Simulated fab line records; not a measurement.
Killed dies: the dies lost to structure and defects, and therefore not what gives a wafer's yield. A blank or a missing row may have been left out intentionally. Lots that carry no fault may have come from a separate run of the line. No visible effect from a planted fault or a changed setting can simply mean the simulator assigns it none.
fab line records | flow nand_harc | part 1 of 2: steps 1 to 22 of 31
[record] lots = 5 wafers = 15 last_day = 24
route steps=1159 shown A_CONTACT@881
lots that met no fault: taken from a fault-free run of the same line
start_h: hours from the record's opening day to when the first of the lot's shown wafers began | wait_h: hours from the lot's prior step to this one | " identical to the entry in the row above | L1.1+2: a single row standing in for several wafers | - value missing, or start not given | * or withheld: withheld | < > ~ a bound
route shown NAME@n: names a module that has steps shown in the file, with the first one's number in the route | usual: the fault-free wafers' mean and standard deviation | same: alike in all rows | chamber/n: place in a boat | sites: the reading at each site | _std_site: standard deviation across them | _edge_site: the outer-site mean with the inner-site mean subtracted | radius_mm: for every site, how far away it sits from the centre of the wafer | mask NAME#n: copy n | behind: the tool/chamber that last shaped the wafer | hold: the reason the lot was held/the length of the hold in hours/how it ended | device: whichever transistor did not switch (one of n, p or np) | end of line: the tests these same wafers got at the end of their route | for a step that has no rows: nothing shown but its recipe | killed: dies lost to structure and defects at the first sort, not the wafer's yield | map: shows each die of a wafer: x if killed, . if not, _ if none is there
set.NAME: the setting as run; set.NAME@STEP: as run at that earlier step | model.NAME: the simulator's own value behind a step, which no gauge read
lots seen at some steps along the route; tables by step, rows by wafer
services: the hour from which a tool's chamber was out of use, counted from the record's first day as start_h (under 0 if before that day), plus the number of hours and why
[[steps]]
[step NHARC_A_CONTACT_ETCH_102]
[recipe] target_depth_a = 700 overetch_a = 70 time_s = 38.5 ion_energy_ev = 100 cf4_flow_sccm = 80 o2_flow_sccm = 20 ar_flow_sccm = 0 rf_w = 300 bias_w = 100 chemistry = CF4/O2
[usual] drypump_motor_current_A = 5.8/0.34 oes_product_au = 0.998/0.016 rf_vpp_V = 197.4/1.1 showerhead_plenum_p_Torr = 1.32/0.035 throttle_valve_pct = 13.397/0.0094
// columns lot.wafer tool chamber start_h wait_h drypump_motor_current_A oes_product_au rf_hours_counter_h rf_vpp_V showerhead_plenum_p_Torr throttle_valve_pct
L077.2 rie_diel-05 2 383.04 0.1 6.1 0.963 8 195.6 1.30 13.400
L077.5 " 1 " " 5.8 1.007 - 199.0 1.30 13.400
L077.6 " 2 " " 6.1 0.963 - 197.8 1.30 13.394
L092.3 rie_diel-02 2 473.13 0.5 5.9 1.001 48 197.0 1.27 13.404
L092.4 " 0 " " 5.1 0.985 45 198.8 1.33 13.402
L092.5 " 1 " " 6.0 1.000 - 198.5 1.37 13.392
L089.4 rie_diel-08 1 478.38 0.1 5.0 0.983 73 197.9 1.28 13.397
L089.2 " 3 " " 5.3 1.014 71 197.6 1.36 13.403
L089.5 " 2 " " 5.9 1.004 - 197.7 1.36 13.399
L095.2 rie_diel-05 2 497.99 0.1 6.1 0.992 27 196.3 1.29 13.386
L095.1 " 0 " " 5.9 0.993 26 198.9 1.34 13.399
L095.6 " 2 " " 6.1 0.979 - 196.8 1.29 13.401
L096.4 rie_diel-05 3 502.67 0.1 5.7 1.010 19 199.2 1.36 13.407
L096.3 " 1 " " 5.8 1.009 28 196.6 1.30 13.403
L096.5 " 0 " " 5.9 0.977 - 197.4 1.34 13.406
[step NHARC_A_CONTACT_STRIP_55]
[recipe] o2_flow_sccm = 500 ar_flow_sccm = 0 bias_w = 0 chemistry = O2
[usual] drypump_motor_current_A = 5.8/0.32 oes_product_au = 0.997/0.016 rf_vpp_V = 57.7/0.8 showerhead_plenum_p_Torr = 3.49/0.091 throttle_valve_pct = 17.037/0.0084
// columns lot.wafer tool chamber start_h wait_h drypump_motor_current_A oes_product_au rf_hours_counter_h rf_vpp_V showerhead_plenum_p_Torr throttle_valve_pct
L077.2 rie_diel-05 1 - - 5.8 1.003 8 56.9 3.45 17.025
L077.5 " 2 " " 6.1 0.958 - 57.1 3.43 17.040
L077.6 " 0 " " 5.9 0.979 - 57.9 3.56 17.045
L092.4 rie_diel-02 2 - - 5.9 0.993 48 57.8 3.35 17.043
L092.3 " 0 " " 5.1 0.989 45 57.9 3.51 17.040
L092.5 " 2 " " 5.9 0.999 - 57.4 3.35 17.039
L089.4 rie_diel-08 0 - - 6.2 1.001 69 57.2 3.30 17.038
L089.2 " 3 " " 5.3 1.000 72 58.3 3.58 17.031
L089.5 " 1 " " 5.1 0.985 - 57.4 3.39 17.029
L095.1 rie_diel-05 2 - - 6.2 0.988 27 56.4 3.42 17.025
L095.2 " 3 " " 5.7 1.028 18 59.7 3.60 17.029
L095.6 " 0 " " 6.0 0.985 - 55.9 3.55 17.016
L096.3 rie_diel-05 3 - - 5.7 1.017 19 58.0 3.60 17.037
L096.4 " 0 " " 5.9 0.987 27 58.5 3.54 17.026
L096.5 " 3 " " 5.7 1.015 - 58.1 3.60 17.040
[step NHARC_A_CONTACT_STRIP_56]
[recipe] time_s = 600 temp_c = 30 chemistry = post_etch_residue_remover
// columns lot.wafer tool chamber start_h wait_h
L077.6+5+2 wet_bench-04 5,0,1 383.48 -
L092.3+5+4 wet_bench-07 4,5,0 473.52 -
L089.4+2+5 wet_bench-04 3,4,7 478.76 -
L095.1+6+2 wet_bench-04 2,4,5 498.39 -
L096.4+3+5 wet_bench-04 6,0,2 503.06 -
[step NHARC_A_CONTACT_DEP_57]
[recipe] target_thk_a = 28000 temp_c = 400 material = aC
[usual] throttle_valve_pct = 35.002/0.0092
// columns lot.wafer tool chamber start_h wait_h throttle_valve_pct
L077.2 acl_dep-01 0 384.03 - 34.992
L077.5 " 0 " " 35.004
L077.6 " 0 " " 34.990
L092.3 acl_dep-02 0 474.37 - 35.002
L092.4 " 0 " " 34.975
L092.5 " 0 " " 35.019
L089.2 acl_dep-03 0 479.31 - 34.998
L089.4 " 0 " " 35.012
L089.5 " 0 " " 34.995
L095.1 acl_dep-01 0 498.65 - 35.002
L095.2 " 0 " " 35.010
L095.6 " 0 500.06 - 35.007
L096.3 acl_dep-01 0 504.30 - 34.999
L096.4 " 0 " " 35.000
L096.5 " 0 " " 35.003
[step NHARC_A_CONTACT_DEP_58]
[recipe] target_thk_a = 600 target_thk_nm = 60 temp_c = 400 pressure_torr = 3.5 flow_sccm = 200 rf_w = 350 material = SiON
[usual] heater_power_w = 699/110
// columns lot.wafer tool chamber start_h wait_h heater_power_w
L077.2 pecvd-02 1 385.64 1.3 675
L077.5 " 1 " " 678
L077.6 " 2 " " 640
L092.3 pecvd-02 1 475.61 0.9 641
L092.4 " 0 " " 884
L092.5 " 1 " " 641
L089.2 pecvd-04 1 480.75 1.2 522
L089.4 " 1 " " 513
L089.5 " 0 " " 680
L095.2 pecvd-04 1 500.36 1.1 540
L095.1 " 0 " " 672
L095.6 " 2 " " 765
L096.3 pecvd-04 1 505.51 0.9 552
L096.4 " 2 " " 799
L096.5 " 1 " " 556
[step NHARC_A_CONTACT_DEHYDRATE_59]
[recipe] temp_c = 150 time_s = 120
[usual] heater_power_total_W = 182.5/1.2
// columns lot.wafer tool chamber start_h wait_h heater_power_total_W
L077.2 litho_track-01 0 385.88 0.2 182.2
L077.5 " 0 " " 180.8
L077.6 " 0 " " 182.4
L092.3 litho_track-01 0 475.82 0.2 181.1
L092.4 " 0 " " 181.4
L092.5 " 0 " " 181.3
L089.2 litho_track-06 0 481.05 0.3 180.8
L089.4 " 0 " " 182.7
L089.5 " 0 " " 183.1
L095.1 litho_track-01 0 500.63 0.2 180.8
L095.2 " 0 " " 184.0
L095.6 " 0 " " 183.6
L096.3 litho_track-04 0 505.73 0.2 184.1
L096.4 " 0 " " 184.0
L096.5 " 0 " " 182.1
[step NHARC_A_CONTACT_HMDS_60]
[recipe] time_s = 30
// columns lot.wafer tool chamber start_h wait_h
L077.2+5+6 litho_track-01 0 - -
L092.3+4+5 litho_track-01 0 - -
L089.2+4+5 litho_track-06 0 - -
L095.1+2+6 litho_track-01 0 - -
L096.3+4+5 litho_track-04 0 - -
[step NHARC_A_CONTACT_COAT_61]
[recipe] temp_c = 260 time_s = 75
[usual] heater_power_total_W = 486.7/1.6
// columns lot.wafer tool chamber start_h wait_h heater_power_total_W
L077.2 litho_track-01 0 - - 487.2
L077.5 " 0 " " 488.8
L077.6 " 0 " " 487.6
L092.3 litho_track-01 0 - - 484.7
L092.4 " 0 " " 484.9
L092.5 " 0 " " 489.0
L089.2 litho_track-06 0 - - 484.8
L089.4 " 0 " " 486.5
L089.5 " 0 " " 488.6
L095.1 litho_track-01 0 - - 486.7
L095.2 " 0 " " 487.5
L095.6 " 0 " " 485.8
L096.3 litho_track-04 0 - - 485.5
L096.4 " 0 " " 486.9
L096.5 " 0 " " 487.0
[step NHARC_A_CONTACT_COAT_62]
[recipe] temp_c = 225 time_s = 65
[usual] heater_power_total_W = 446.7/2
// columns lot.wafer tool chamber start_h wait_h heater_power_total_W
L077.2 litho_track-01 0 - - 449.0
L077.5 " 0 " " 445.4
L077.6 " 0 " " 444.8
L092.3 litho_track-01 0 - - 449.5
L092.4 " 0 " " 447.3
L092.5 " 0 " " 448.1
L089.2 litho_track-06 0 - - 446.6
L089.4 " 0 " " 445.3
L089.5 " 0 " " 445.7
L095.1 litho_track-01 0 - - 445.0
L095.2 " 0 " " 445.7
L095.6 " 0 " " 448.3
L096.3 litho_track-04 0 - - 446.0
L096.4 " 0 " " 443.9
L096.5 " 0 " " 443.9
[step NHARC_A_CONTACT_COAT_63]
[recipe] spin_rpm = 1500 resist_thk_nm = 90
// columns lot.wafer tool chamber start_h wait_h
L077.2+5+6 litho_track-01 0 - -
L092.3+4+5 litho_track-01 0 - -
L089.2+4+5 litho_track-06 0 - -
L095.1+2+6 litho_track-01 0 - -
L096.3+4+5 litho_track-04 0 - -
[step NHARC_A_CONTACT_SOFTBAKE_64]
[recipe] temp_c = 105 time_s = 55
[usual] heater_power_total_W = 188.45/0.14
// columns lot.wafer tool chamber start_h wait_h heater_power_total_W
L077.2 litho_track-01 0 - - 188.30
L077.5 " 0 " " 188.32
L077.6 " 0 " " 188.27
L092.3 litho_track-01 0 - - 188.29
L092.4 " 0 " " 188.48
L092.5 " 0 " " 188.28
L089.2 litho_track-06 0 - - 188.34
L089.4 " 0 " " 188.60
L089.5 " 0 " " 188.29
L095.1 litho_track-01 0 - - 188.67
L095.2 " 0 " " 188.51
L095.6 " 0 " " 188.43
L096.3 litho_track-04 0 - - 188.69
L096.4 " 0 " " 188.38
L096.5 " 0 " " 188.37
[step NHARC_A_CONTACT_EBR_65]
// columns lot.wafer tool chamber start_h wait_h
L077.2+5+6 litho_track-01 0 - -
L092.3+4+5 litho_track-01 0 - -
L089.2+4+5 litho_track-06 0 - -
L095.1+2+6 litho_track-01 0 - -
L096.3+4+5 litho_track-04 0 - -
[step NHARC_A_CONTACT_EXPOSE_66]
[recipe] na = 1.35 sigma_outer = 0.8 dose_mj = 59.02 mask_id = A_CC_2
// columns lot.wafer tool chamber start_h wait_h mask
L077.2+5+6 arfi_scanner-01 0 386.07 - A_CC_2#0
L092.3+4+5 arfi_scanner-01 0 476.14 - A_CC_2#0
L089.2+4+5 arfi_scanner-02 0 481.36 - A_CC_2#0
L095.1+2+6 arfi_scanner-02 0 500.94 - A_CC_2#0
L096.3+4+5 arfi_scanner-03 0 506.05 - A_CC_2#0
[step NHARC_A_CONTACT_PEB_67]
[recipe] peb_temp_c = 100 peb_time_s = 65
[usual] heater_power_total_W = 156.6/0.42
// columns lot.wafer tool chamber start_h wait_h heater_power_total_W
L077.2 litho_track-01 0 386.13 0.1 155.8
L077.5 " 0 " " 156.4
L077.6 " 0 " " 156.1
L092.3 litho_track-04 0 476.19 0.0 156.1
L092.4 " 0 " " 157.2
L092.5 " 0 " " 156.7
L089.2 litho_track-01 0 481.42 0.1 157.1
L089.4 " 0 " " 156.8
L089.5 " 0 " " 156.7
L095.1 litho_track-04 0 501.00 0.1 156.9
L095.2 " 0 " " 156.9
L095.6 " 0 " " 156.9
L096.3 litho_track-06 0 506.10 0.0 157.2
L096.4 " 0 " " 156.8
L096.5 " 0 " " 156.9
[step NHARC_A_CONTACT_DEVELOP_68]
[recipe] develop_time_s = 35 dev_temp_c = 23
// columns lot.wafer tool chamber start_h wait_h
L077.2+5+6 litho_track-01 0 - -
L092.3+4+5 litho_track-04 0 - -
L089.2+4+5 litho_track-01 0 - -
L095.1+2+6 litho_track-04 0 - -
L096.3+4+5 litho_track-06 0 - -
[step NHARC_A_CONTACT_CD_MEAS_69]
[recipe] target_cd_nm = 200 landing_energy_ev = 500
[usual] cd_nm = 200.3/0.73
// columns lot.wafer tool chamber start_h wait_h cd_nm
L077.2 cd_sem-01 0 386.21 - 200.1
L077.5 " 0 " " 200.4
L077.6 " 0 " " 200.3
L092.3 cd_sem-01 0 476.27 - 199.4
L092.4 " 0 " " 200.9
L092.5 " 0 " " 199.5
L089.2 cd_sem-01 0 481.51 - 200.6
L089.4 " 0 " " 200.6
L089.5 " 0 " " 199.7
L095.1 cd_sem-03 0 501.08 - 199.8
L095.2 " 0 " " 199.7
L095.6 " 0 " " 199.7
L096.3 cd_sem-02 0 506.18 - 200.1
L096.4 " 0 " " 200.6
L096.5 " 0 " " 199.7
[step NHARC_A_CONTACT_OVL_MEAS_70]
[usual] overlay_x_nm = 0.1/0.9 overlay_y_nm = -0.2/0.87
// columns lot.wafer tool chamber start_h wait_h overlay_x_nm overlay_y_nm
L077.2 overlay-01 - 386.29 - 0.0 0.7
L077.5 " - " " 0.0 0.7
L077.6 " - " " -0.1 0.5
L092.3 overlay-02 - 476.36 - 1.5 -0.3
L092.4 " - " " 1.3 -0.3
L092.5 " - " " 1.9 -0.5
L089.2 overlay-02 - 481.59 - -1.6 -1.0
L089.4 " - " " -1.7 -1.3
L089.5 " - " " -1.5 -1.0
L095.1 overlay-01 - 501.18 - -0.7 0.0
L095.2 " - " " -1.4 -0.4
L095.6 " - " " -0.7 -0.2
L096.3 overlay-01 - 506.27 - 0.3 0.6
L096.4 " - " " 0.6 0.3
L096.5 " - " " 0.9 0.8
[step NHARC_A_CONTACT_INSPECT_71]
[usual] raw_defect_count = 26/11
// columns lot.wafer tool chamber start_h wait_h raw_defect_count
L077.2 defect_inspect-01 - 386.33 0.0 19
L077.5 " - " " 18
L077.6 " - " " 33
L092.3 defect_inspect-02 - 476.39 0.0 28
L092.4 " - " " 25
L092.5 " - " " 32
L089.2 defect_inspect-01 - 481.63 0.0 31
L089.4 " - " " 37
L089.5 " - " " 27
L095.1 defect_inspect-02 - 501.22 0.0 16
L095.2 " - " " 15
L095.6 " - " " 20
L096.3 defect_inspect-02 - 506.30 0.0 17
L096.4 " - " " 18
L096.5 " - " " 21
[step NHARC_A_CONTACT_DESCUM_74]
[recipe] time_s = 3 o2_flow_sccm = 200 ar_flow_sccm = 0 bias_power_w = 0 chemistry = O2
[usual] drypump_motor_current_A = 5.8/0.36 oes_product_au = 0.996/0.015 rf_vpp_V = 57.7/0.78 showerhead_plenum_p_Torr = 1.89/0.053 throttle_valve_pct = 11.310/0.0092
// columns lot.wafer tool chamber start_h wait_h drypump_motor_current_A oes_product_au rf_hours_counter_h rf_vpp_V showerhead_plenum_p_Torr throttle_valve_pct
L077.2 rie_diel-05 0 386.41 0.1 5.9 0.983 8 58.2 1.93 11.327
L077.5 " 2 " " 6.1 0.967 - 58.0 1.86 11.319
L077.6 " 0 " " 6.0 0.990 - 56.9 1.93 11.304
L092.3 rie_diel-05 2 476.47 0.1 6.2 0.971 24 57.5 1.85 11.321
L092.4 " 3 " " 5.7 1.017 14 57.9 1.95 11.312
L092.5 " 1 " " 5.8 1.007 - 57.4 1.86 11.325
L089.2 rie_diel-05 0 481.69 0.1 6.0 0.981 24 57.7 1.92 11.310
L089.4 " 3 " " 5.7 1.028 16 58.0 1.95 11.323
L089.5 " 1 " " 5.8 1.021 - 57.5 1.86 11.299
L095.1 rie_diel-02 3 501.28 0.1 6.1 1.017 55 57.7 1.89 11.302
L095.2 " 0 " " 5.1 0.981 54 58.0 1.90 11.309
L095.6 " 0 " " 5.1 0.990 - 58.1 1.90 11.285
L096.3 rie_diel-08 2 506.37 0.1 5.9 1.005 8 58.9 1.95 11.315
L096.4 " 1 " " 5.0 0.987 - 57.9 1.83 11.313
L096.5 " 3 " " 5.3 0.985 - 58.0 1.94 11.314
[step NHARC_A_CONTACT_ETCH_75]
[recipe] target_depth_a = 390 over_etch_frac = 0.3 time_s = 65 ion_energy_ev = 80 cf4_flow_sccm = 150 ar_flow_sccm = 0 rf_w = 300 bias_w = 100 chemistry = CF4
[usual] drypump_motor_current_A = 5.8/0.34 oes_product_au = 0.998/0.015 rf_vpp_V = 151.2/1.1 showerhead_plenum_p_Torr = 1.75/0.046 throttle_valve_pct = 13.284/0.0098
// columns lot.wafer tool chamber start_h wait_h drypump_motor_current_A oes_product_au rf_hours_counter_h rf_vpp_V showerhead_plenum_p_Torr throttle_valve_pct
L077.2 rie_diel-05 2 386.52 0.1 6.1 0.952 8 150.3 1.72 13.292
L077.5 " 0 " " 5.9 0.988 - 150.2 1.78 13.264
L077.6 " 1 " " 5.8 1.007 - 151.4 1.73 13.282
L092.4 rie_diel-05 2 476.55 0.1 6.1 0.983 24 150.2 1.72 13.278
L092.3 " 0 " " 5.9 0.987 23 153.2 1.78 13.280
L092.5 " 2 " " 6.1 0.979 - 151.3 1.72 13.282
L089.4 rie_diel-05 2 481.78 0.1 6.1 0.984 25 150.5 1.72 13.295
L089.2 " 3 " " 5.7 1.030 16 152.6 1.80 13.283
L089.5 " 2 " " 6.2 0.990 - 151.5 1.72 13.278
L095.1 rie_diel-02 2 501.37 0.1 5.9 1.002 59 151.4 1.68 13.279
L095.2 " 0 " " 5.0 0.992 54 149.5 1.76 13.276
L095.6 " 1 " " 6.0 0.991 - 152.2 1.81 13.275
L096.3 rie_diel-08 3 506.47 0.1 5.3 0.982 8 151.7 1.79 13.281
L096.4 " 2 " " 5.9 1.000 - 153.2 1.80 13.279
L096.5 " 3 " " 5.3 0.989 - 152.2 1.79 13.291
[step NHARC_A_CONTACT_ETCH_76]
[recipe] target_depth_a = 2600 over_etch_frac = 0.3 time_s = 475.3 ion_energy_ev = 200 n2_flow_sccm = 150 h2_flow_sccm = 150 ar_flow_sccm = 0 rf_w = 400 bias_w = 150 chemistry = N2/H2
[usual] drypump_motor_current_A = 5.8/0.35 oes_product_au = 0.998/0.015 rf_vpp_V = 429.8/1.9 showerhead_plenum_p_Torr = 2.01/0.06 throttle_valve_pct = 14.171/0.009
// columns lot.wafer tool chamber start_h wait_h drypump_motor_current_A oes_product_au rf_hours_counter_h rf_vpp_V showerhead_plenum_p_Torr throttle_valve_pct
L077.2 rie_diel-05 0 - - 6.0 0.988 8 431.3 2.06 14.154
L077.6 " 0 " " 6.0 0.983 - 431.0 2.06 14.186
L077.5 " 2 " " 6.1 0.966 - 429.5 1.98 14.189
L092.3 rie_diel-05 0 - - 5.9 0.999 23 431.4 2.05 14.170
L092.4 " 1 " " 5.8 1.009 23 428.2 1.98 14.171
L092.5 " 0 " " 5.9 0.982 - 430.1 2.05 14.164
L089.2 rie_diel-05 1 - - 5.8 1.014 24 429.2 1.98 14.175
L089.4 " 3 " " 5.7 1.033 16 431.0 2.08 14.165
L089.5 " 1 " " 5.8 1.017 - 428.1 1.98 14.177
L095.1 rie_diel-02 2 - - 5.9 0.995 59 426.6 1.92 14.155
L095.2 " 0 " " 5.1 0.984 54 429.4 2.02 14.169
L095.6 " 2 " " 5.9 0.982 - 426.9 1.92 14.174
L096.4 rie_diel-08 2 - - 5.9 1.017 8 431.8 2.08 14.173
L096.3 " 3 " " 5.3 0.991 8 432.0 2.07 14.165
L096.5 " 2 " " 5.9 1.008 - 432.1 2.07 14.189
[step NHARC_A_CONTACT_ETCH_77]
[recipe] target_depth_a = 726 time_s = 36.3 cf4_flow_sccm = 100 chf3_flow_sccm = 30 ar_flow_sccm = 0 rf_w = 500 bias_w = 200 chemistry = CF4/CHF3
[usual] drypump_motor_current_A = 5.8/0.36 oes_product_au = 0.938/0.028 rf_vpp_V = 370.0/1.7 showerhead_plenum_p_Torr = 1.56/0.043 throttle_valve_pct = 16.803/0.0088
// columns lot.wafer tool chamber start_h wait_h drypump_motor_current_A oes_product_au rf_hours_counter_h rf_vpp_V showerhead_plenum_p_Torr throttle_valve_pct
L077.2 rie_diel-05 1 - - 5.8 0.925 8 368.7 1.54 16.803
L077.6 " 0 " " 6.0 0.900 - 370.9 1.59 16.811
L077.5 " 2 " " 6.1 0.884 - 369.0 1.53 16.802
L092.3 rie_diel-05 0 - - 5.9 0.965 23 371.2 1.58 16.821
L092.4 " 1 " " 5.8 0.966 23 369.6 1.53 16.797
L092.5 " 0 " " 5.9 0.955 - 371.5 1.58 16.798
L089.4 rie_diel-05 2 - - 6.1 0.978 25 368.3 1.53 16.796
L089.2 " 3 " " 5.7 1.003 16 373.6 1.61 16.801
L089.5 " 3 " " 5.7 1.005 - 371.5 1.61 16.800
L095.1 rie_diel-02 0 - - 5.1 0.909 54 370.3 1.56 16.793
L095.2 " 1 " " 6.0 0.915 61 371.2 1.61 16.799
L095.6 " 0 " " 5.0 0.903 - 372.2 1.56 16.795
L096.3 rie_diel-08 1 - - 5.0 0.954 8 368.5 1.51 16.791
L096.4 " 3 " " 5.3 0.943 9 371.1 1.59 16.790
L096.5 " 0 " " 6.1 0.992 - 367.0 1.47 16.804
